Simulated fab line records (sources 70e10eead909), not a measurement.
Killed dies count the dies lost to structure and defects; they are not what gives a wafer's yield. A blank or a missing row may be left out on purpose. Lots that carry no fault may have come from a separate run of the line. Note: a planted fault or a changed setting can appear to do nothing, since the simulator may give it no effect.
What tool caused it? + flow nandHarc + Sampling: 15 lots, 45 wafers, 4 of 1159 route steps

== WHAT THE GAUGES READ, wafer by wafer ==
Not one reading of a measure or inspect step in the record can be checked against a usual standard deviation.

== WHICH TOOL RAN EACH LOT (tool, then ch and the chambers of the sampled wafers, then the start) ==
| lot  | NHARC_A_CONTACT_ETCH_138           | NHARC_A_CONTACT_ETCH_98                      | NHARC_A_BLC_EXPOSE_07             | NHARC_A_BLC_ETCH_18           |
|------|------------------------------------|----------------------------------------------|-----------------------------------|-------------------------------|
| L357 | harCapEtch-01 ch 0,1, day 17 03:08 | rieDiel-09 ch 1,3, day 17 07:14 or earlier   | arfiScanner-02 ch 0, day 17 07:14 | rieDiel-12 ch 1,2,3, no start |
| L358 | harCapEtch-03 ch 0,1, day 17 04:01 | rieDiel-02 ch 1,2,3, day 17 08:07 or earlier | arfiScanner-03 ch 0, day 17 08:07 | rieDiel-08 ch 2,3, no start   |
| L359 | harCapEtch-03 ch 0,1, day 17 07:52 | rieDiel-09 ch 0,1,3, day 17 17:30 or earlier | arfiScanner-01 ch 0, day 17 17:30 | rieDiel-12 ch 1,2,3, no start |
| L362 | harCapEtch-02 ch 0, day 18 10:36   | rieDiel-02 ch 0,1,3, day 18 14:49 or earlier | arfiScanner-01 ch 0, day 18 14:49 | rieDiel-08 ch 0,2, no start   |
| L364 | harCapEtch-02 ch 0,1, day 18 21:07 | rieDiel-07 ch 1,2,3, day 19 00:42 or earlier | arfiScanner-02 ch 0, day 19 00:42 | rieDiel-12 ch 0,1,3, no start |
| L365 | harCapEtch-03 ch 0, day 18 22:01   | rieDiel-02 ch 1,3, day 19 01:31 or earlier   | arfiScanner-02, day 19 01:31      | rieDiel-08 ch 0,2,3, no start |
| L368 | harCapEtch-03 ch 0,1, day 19 10:54 | rieDiel-02 ch 0,1,2, day 19 14:26 or earlier | arfiScanner-01, day 19 14:26      | rieDiel-12 ch 1,3, no start   |
| L367 | harCapEtch-03 ch 0,1, day 19 14:10 | rieDiel-09 ch 0,2, day 19 17:50 or earlier   | arfiScanner-03, day 19 17:50      | rieDiel-08 ch 2,3, no start   |
| L370 | harCapEtch-03 ch 0,1, day 20 04:06 | rieDiel-09 ch 0,1,3, day 20 07:33 or earlier | arfiScanner-01 ch 0, day 20 07:33 | rieDiel-08 ch 0,2, no start   |
| L371 | harCapEtch-01 ch 0,1, day 20 05:12 | rieDiel-07 ch 0,2,3, day 20 12:44 or earlier | arfiScanner-02 ch 0, day 20 12:44 | rieDiel-08 ch 0,2,3, no start |
| L372 | harCapEtch-02 ch 0,1, day 20 18:38 | rieDiel-02 ch 0,1, day 20 22:05 or earlier   | arfiScanner-02 ch 0, day 20 22:05 | rieDiel-12 ch 0,1, no start   |
| L373 | harCapEtch-02 ch 0,1, day 20 21:33 | rieDiel-07 ch 0,2,3, day 20 22:14            | arfiScanner-02 ch 0, day 21 01:04 | rieDiel-12 ch 2,3, no start   |
| L375 | harCapEtch-02 ch 0,1, day 21 14:11 | rieDiel-09 ch 0,1,2, day 21 18:56 or earlier | arfiScanner-02 ch 0, day 21 18:56 | rieDiel-12 ch 1,3, no start   |
| L376 | harCapEtch-03 ch 1, day 21 17:52   | rieDiel-07 ch 1,3, day 21 18:34              | arfiScanner-03 ch 0, day 21 21:31 | rieDiel-12 ch 0,1,3, no start |
| L380 | harCapEtch-03 ch 1, day 23 16:30   | rieDiel-09 ch 1,2,3, day 24 00:07 or earlier | arfiScanner-01 ch 0, day 24 00:07 | rieDiel-08 ch 0,2, no start   |
- NHARC_A_CONTACT_ETCH_138: etches the open film in C4F8/O2/Ar, time 132 s, target depth 1289 nm.
- NHARC_A_CONTACT_ETCH_98: etches the open film in C4F6/O2, target depth 20 nm, time 10 s.
- NHARC_A_BLC_EXPOSE_07: exposes mask A BLC, target cd 100 nm.
- NHARC_A_BLC_ETCH_18: etches the open film in C4F8/O2/Ar, target depth 910 nm.

== AS READ BY THE TOOLS THEMSELVES (means over the sampled wafers that have a number; for cases with no such wafer, the mark the record gives instead) ==
NHARC_A_CONTACT_ETCH_98. Usual: drypumpMotorCurrentA 5.8 A, standard deviation 0.43; oesProductAu 0.958 a.u., standard deviation 0.023; rfVppV 549.7 V, standard deviation 2.5; showerheadPlenumPTorr 4.06 Torr, standard deviation 0.12; throttleValvePct 26.903 %, standard deviation 0.0097.
| lot  | tool       | drypumpMotorCurrentA (A) | oesProductAu (a.u.) | rfVppV (V) | showerheadPlenumPTorr (Torr) | throttleValvePct (%) | flag |
|------|------------|--------------------------|---------------------|------------|------------------------------|----------------------|------|
| L357 | rieDiel-09 | 5.9                      | 0.964               | 550.3      | 4.09                         | 26.901               |      |
| L358 | rieDiel-02 | 6.3                      | 0.948               | 549.7      | 4.08                         | 26.904               |      |
| L359 | rieDiel-09 | 5.6                      | 0.951               | 548.3      | 4.00                         | 26.903               |      |
| L362 | rieDiel-02 | 6.1                      | 0.996               | 551.6      | 4.15                         | 26.905               |      |
| L364 | rieDiel-07 | 5.7                      | 0.954               | 549.5      | 4.02                         | 26.907               |      |
| L365 | rieDiel-02 | 6.1                      | 0.947               | 551.9      | 4.15                         | 26.905               |      |
| L368 | rieDiel-02 | 6.2                      | 0.932               | 549.7      | 4.08                         | 26.907               |      |
| L367 | rieDiel-09 | 5.8                      | 0.991               | 548.9      | 4.05                         | 26.907               |      |
| L370 | rieDiel-09 | 5.6                      | 0.949               | 548.3      | 3.99                         | 26.901               |      |
| L371 | rieDiel-07 | 5.9                      | 0.960               | 550.5      | 4.08                         | 26.906               |      |
| L372 | rieDiel-02 | 6.0                      | 0.937               | 551.9      | 4.15                         | 26.914               |      |
| L373 | rieDiel-07 | 5.9                      | 0.955               | 550.5      | 4.08                         | 26.910               |      |
| L375 | rieDiel-09 | 5.9                      | 0.939               | 548.6      | 4.02                         | 26.897               |      |
| L376 | rieDiel-07 | 5.4                      | 0.978               | 546.2      | 3.92                         | 26.895               |      |
| L380 | rieDiel-09 | 5.7                      | 0.946               | 550.1      | 4.09                         | 26.906               |      |

NHARC_A_BLC_EXPOSE_07. Usual: exposureDoseMJCm2 68.5, standard deviation 0.7; focusOffsetNm -0.1 nm, standard deviation 0.59; reticleTempC 23.00 C, standard deviation 0.11.
| lot  | tool           | exposureDoseMJCm2 | focusOffsetNm (nm) | reticleTempC (C) | flag |
|------|----------------|-------------------|--------------------|------------------|------|
| L357 | arfiScanner-02 | 67.8              | -0.5               | 23.10            |      |
| L358 | arfiScanner-03 | 67.9              | 0.3                | 22.94            |      |
| L359 | arfiScanner-01 | 69.4              | -0.7               | 23.07            |      |
| L362 | arfiScanner-01 | 69.4              | -0.0               | 23.04            |      |
| L364 | arfiScanner-02 | 67.9              | 0.4                | 23.12            |      |
| L365 | arfiScanner-02 | -                 | -                  | -                | OFF  |
| L368 | arfiScanner-01 | -                 | -                  | -                | OFF  |
| L367 | arfiScanner-03 | -                 | -                  | -                | OFF  |
| L370 | arfiScanner-01 | 69.4              | -0.4               | 22.89            |      |
| L371 | arfiScanner-02 | 68.0              | 0.7                | 22.86            |      |
| L372 | arfiScanner-02 | 68.0              | 0.1                | 22.89            |      |
| L373 | arfiScanner-02 | 67.9              | 0.8                | 23.00            |      |
| L375 | arfiScanner-02 | 67.9              | 0.4                | 22.91            |      |
| L376 | arfiScanner-03 | 67.9              | -0.7               | 23.06            |      |
| L380 | arfiScanner-01 | 69.3              | -0.1               | 22.98            |      |

NHARC_A_BLC_ETCH_18. Usual: oesProductAu 0.958 a.u., standard deviation 0.019; rfVppV 978 V, standard deviation 5.3.
| lot  | tool       | oesProductAu (a.u.) | rfVppV (V) | flag |
|------|------------|---------------------|------------|------|
| L357 | rieDiel-12 | 0.957               | 980        |      |
| L358 | rieDiel-08 | 0.969               | 977        |      |
| L359 | rieDiel-12 | 0.971               | 979        |      |
| L362 | rieDiel-08 | 0.941               | 983        |      |
| L364 | rieDiel-12 | 0.974               | 978        |      |
| L365 | rieDiel-08 | 0.924               | 979        |      |
| L368 | rieDiel-12 | 0.964               | 981        |      |
| L367 | rieDiel-08 | 0.958               | 981        |      |
| L370 | rieDiel-08 | 0.916               | 979        |      |
| L371 | rieDiel-08 | 0.970               | 978        |      |
| L372 | rieDiel-12 | 0.971               | 972        |      |
| L373 | rieDiel-12 | 0.950               | 982        |      |
| L375 | rieDiel-12 | 0.963               | 982        |      |
| L376 | rieDiel-12 | 0.925               | 978        |      |
| L380 | rieDiel-08 | 0.979               | 982        |      |

== THE ANSWER, worked out from the rows above alone ==
Rule: take the mean of a lot's wafers that have a number; if it is more than 3 standard deviations from the usual mean, the lot is off. A lot without any number at a reading at which 4 lots or more have one is off too. Where the step has rows for the other lots, those lots are counted as sound. After the gauges, taken in route order, come the tools' own readings; for these a lot's mean is taken, as printed above. At the first step where some lot is off, the reading lying furthest off is the one used; lots without a number count as furthest.
Off: L365, L368, L367 (NHARC_A_BLC_EXPOSE_07, exposureDoseMJCm2). Without a number there: L365, L368, L367.
A tool fits if, at that step or a process step before it, it ran every lot that is off, and no sound lot after the first of them. With no start given for some of its lots, NHARC_A_CONTACT_ETCH_98 uses the hours and lot order of NHARC_A_BLC_EXPOSE_07. Not one of the candidates tried fits.

== WHAT HAD BEEN PUT IN BY THE SIMULATOR ==
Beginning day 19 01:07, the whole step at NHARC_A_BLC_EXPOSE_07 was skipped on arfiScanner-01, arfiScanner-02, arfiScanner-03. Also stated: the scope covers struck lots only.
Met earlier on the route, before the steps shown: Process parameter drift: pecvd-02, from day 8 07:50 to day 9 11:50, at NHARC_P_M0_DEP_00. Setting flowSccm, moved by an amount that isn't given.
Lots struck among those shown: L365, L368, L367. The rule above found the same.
